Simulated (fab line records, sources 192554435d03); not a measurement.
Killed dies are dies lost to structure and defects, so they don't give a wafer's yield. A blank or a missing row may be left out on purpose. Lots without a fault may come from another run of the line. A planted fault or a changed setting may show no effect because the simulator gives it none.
Which tool did it? | flow n5_finfet | 14 lots, 42 wafers sampled, at 4 steps of a route of 1938

WHAT THE GAUGES READ, wafer by wafer
N5_SDB_CD_MEAS_11: target cd 50 nm. Usual: cd_nm 50.2 nm, standard deviation 1.1.
lot  | measured    | on        | cd_nm (nm)     | flag
L472 | day 4 03:31 | cd_sem-02 | 49.4 50.3 50.1 |
L476 | day 4 22:22 | cd_sem-03 | 50.7 52.3 49.6 |
L477 | day 5 01:04 | cd_sem-03 | 48.1 48.5 50.0 |
L478 | day 5 06:40 | cd_sem-01 | 50.5 49.3 51.0 |
L484 | day 7 00:34 | cd_sem-03 | - - -          | OFF
L485 | day 7 03:31 | cd_sem-01 | - - -          | OFF
L488 | day 7 19:10 | cd_sem-01 | 51.1 51.1 50.5 |
L489 | day 8 01:11 | cd_sem-01 | 51.6 52.1 49.6 |
L490 | day 8 05:54 | cd_sem-01 | 51.1 51.7 49.9 |
L491 | day 8 14:58 | cd_sem-03 | 50.2 49.7 49.7 |
L492 | day 8 21:02 | cd_sem-03 | 49.5 49.8 49.1 |
L493 | day 8 23:20 | cd_sem-01 | 49.8 50.0 50.6 |
L494 | day 9 05:47 | cd_sem-03 | 52.4 51.5 51.7 |
L495 | day 9 16:46 | cd_sem-01 | 49.1 50.6 48.4 |

WHICH TOOL RAN EACH LOT (tool, then ch and the chambers of the sampled wafers, then the start)
lot  | N5_ILD0_CMP_07               | N5_SDB_HM_DEP_00               | N5_SDB_EXPOSE_08
L472 | cmp-02 ch 1,2, day 3 22:13   | pecvd-01 ch 0,1,2, day 4 02:57 | arfi_scanner-03 ch 0, day 4 03:25
L476 | cmp-01 ch 1,3, day 4 18:20   | pecvd-01 ch 0,2, day 4 21:55   | arfi_scanner-02 ch 0, day 4 22:15
L477 | cmp-03 ch 0,1,3, day 4 20:52 | pecvd-01 ch 1,2, day 5 00:37   | arfi_scanner-03 ch 0, day 5 00:56
L478 | cmp-02 ch 1,2,3, day 5 02:45 | pecvd-02 ch 0,2, day 5 06:20   | arfi_scanner-03 ch 0, day 5 06:32
L484 | cmp-02 ch 0,1,3, day 6 20:38 | pecvd-03 ch 1,2, day 7 00:07   | arfi_scanner-01, day 7 00:27
L485 | cmp-02 ch 0,2,3, day 6 22:44 | pecvd-01 ch 1,2, day 7 03:04   | arfi_scanner-03, day 7 03:23
L488 | cmp-01 ch 0,1,3, day 7 14:37 | pecvd-03 ch 1,2, day 7 18:50   | arfi_scanner-03 ch 0, day 7 19:02
L489 | cmp-01 ch 0,1,2, day 7 21:10 | pecvd-03 ch 0,1,2, day 8 00:44 | arfi_scanner-02 ch 0, day 8 01:03
L490 | cmp-01 ch 1,2, day 8 02:00   | pecvd-01 ch 0,1,2, day 8 05:34 | arfi_scanner-02 ch 0, day 8 05:46
L491 | cmp-01 ch 0,1,2, day 8 10:57 | pecvd-01 ch 1,2, day 8 14:31   | arfi_scanner-01 ch 0, day 8 14:50
L492 | cmp-02 ch 0,3, day 8 16:10   | pecvd-03 ch 1,2, day 8 20:34   | arfi_scanner-03 ch 0, day 8 20:55
L493 | cmp-02 ch 1,2, day 8 18:48   | pecvd-02 ch 0,1,2, day 8 23:01 | arfi_scanner-03 ch 0, day 8 23:13
L494 | cmp-01 ch 0,2,3, day 9 01:46 | pecvd-03 ch 0,1,2, day 9 05:20 | arfi_scanner-01 ch 0, day 9 05:40
L495 | cmp-02 ch 1,2, day 9 11:54   | pecvd-02 ch 0,1, day 9 16:17   | arfi_scanner-02 ch 0, day 9 16:39
- N5_ILD0_CMP_07: polishes SiO2 flowable, stops on poly-Si, t overpolish 1.18 s, target thk 138.88 nm.
- N5_SDB_HM_DEP_00: deposits SiNx from SiH4/NH3/N2, target thk 40 nm, time 35.3 s.
- N5_SDB_EXPOSE_08: exposes mask SDB.

WHAT THE TOOLS THEMSELVES READ (means of the sampled wafers that have a number; where no wafer has one, the mark that the record gives instead)
N5_ILD0_CMP_07. Usual: motor_current_A 12.3 A, standard deviation 1.6.
lot  | tool   | motor_current_A (A) | flag
L472 | cmp-02 | 14.3                |
L476 | cmp-01 | 11.0                |
L477 | cmp-03 | 12.7                |
L478 | cmp-02 | 12.4                |
L484 | cmp-02 | 13.5                |
L485 | cmp-02 | 11.7                |
L488 | cmp-01 | 11.4                |
L489 | cmp-01 | 11.9                |
L490 | cmp-01 | 12.5                |
L491 | cmp-01 | 11.7                |
L492 | cmp-02 | 11.8                |
L493 | cmp-02 | 12.7                |
L494 | cmp-01 | 12.5                |
L495 | cmp-02 | 12.9                |

N5_SDB_HM_DEP_00. Usual: heater_power_w 829 W, standard deviation 130; showerhead_plenum_p_Torr 5.15 Torr, standard deviation 0.07; throttle_valve_pct 41 %, standard deviation 3.1.
lot  | tool     | heater_power_w (W) | showerhead_plenum_p_Torr (Torr) | throttle_valve_pct (%) | flag
L472 | pecvd-01 | 863                | 5.16                            | 42                     |
L476 | pecvd-01 | 860                | 5.13                            | 42                     |
L477 | pecvd-01 | 804                | 5.18                            | 39                     |
L478 | pecvd-02 | 824                | 5.21                            | 40                     |
L484 | pecvd-03 | 754                | 5.12                            | 39                     |
L485 | pecvd-01 | 760                | 5.17                            | 39                     |
L488 | pecvd-03 | 804                | 5.05                            | 41                     |
L489 | pecvd-03 | 867                | 5.13                            | 41                     |
L490 | pecvd-01 | 854                | 5.16                            | 42                     |
L491 | pecvd-01 | 786                | 5.15                            | 39                     |
L492 | pecvd-03 | 796                | 5.06                            | 41                     |
L493 | pecvd-02 | 747                | 5.18                            | 41                     |
L494 | pecvd-03 | 861                | 5.15                            | 41                     |
L495 | pecvd-02 | 805                | 5.20                            | 41                     |

N5_SDB_EXPOSE_08. Usual: exposure_dose_mJ_cm2 49.54, standard deviation 0.07; focus_offset_nm 0.0 nm, standard deviation 0.53.
lot  | tool            | exposure_dose_mJ_cm2 | focus_offset_nm (nm) | flag
L472 | arfi_scanner-03 | 49.50                | -0.7                 |
L476 | arfi_scanner-02 | 49.44                | 0.3                  |
L477 | arfi_scanner-03 | 49.56                | -0.1                 |
L478 | arfi_scanner-03 | 49.56                | 0.3                  |
L484 | arfi_scanner-01 | -                    | -                    | OFF
L485 | arfi_scanner-03 | -                    | -                    | OFF
L488 | arfi_scanner-03 | 49.59                | 0.4                  |
L489 | arfi_scanner-02 | 49.48                | -0.1                 |
L490 | arfi_scanner-02 | 49.42                | 0.0                  |
L491 | arfi_scanner-01 | 49.65                | -0.2                 |
L492 | arfi_scanner-03 | 49.59                | 0.0                  |
L493 | arfi_scanner-03 | 49.58                | -0.5                 |
L494 | arfi_scanner-01 | 49.57                | 0.3                  |
L495 | arfi_scanner-02 | 49.46                | 0.7                  |

THE ANSWER, worked out from the rows above alone
Rule: a lot is off if the mean of its wafers that have a number lies more than 3 standard deviations from the usual mean. A lot without any number at a reading at which 4 lots or more have one is off too. The other lots that the step has rows for count as sound. The gauges are gone through in route order, then the tools' own readings, and for those a lot's mean is taken as printed above. The first step at which some lot is off is used, and at that step the reading that is off furthest; a lot without a number counts as furthest.
Off: L484, L485, at N5_SDB_CD_MEAS_11 (cd_nm). Without a number there: L484, L485.
A tool fits if, at a process step before that reading, it ran every lot that is off, and no sound lot after the first of them. The gauges at N5_SDB_CD_MEAS_11 aren't tried: what is off there is off at N5_SDB_EXPOSE_08 too, on other tools, and a gauge's error can't cause that. None of those tried fits.

WHAT THE SIMULATOR HAD PUT IN
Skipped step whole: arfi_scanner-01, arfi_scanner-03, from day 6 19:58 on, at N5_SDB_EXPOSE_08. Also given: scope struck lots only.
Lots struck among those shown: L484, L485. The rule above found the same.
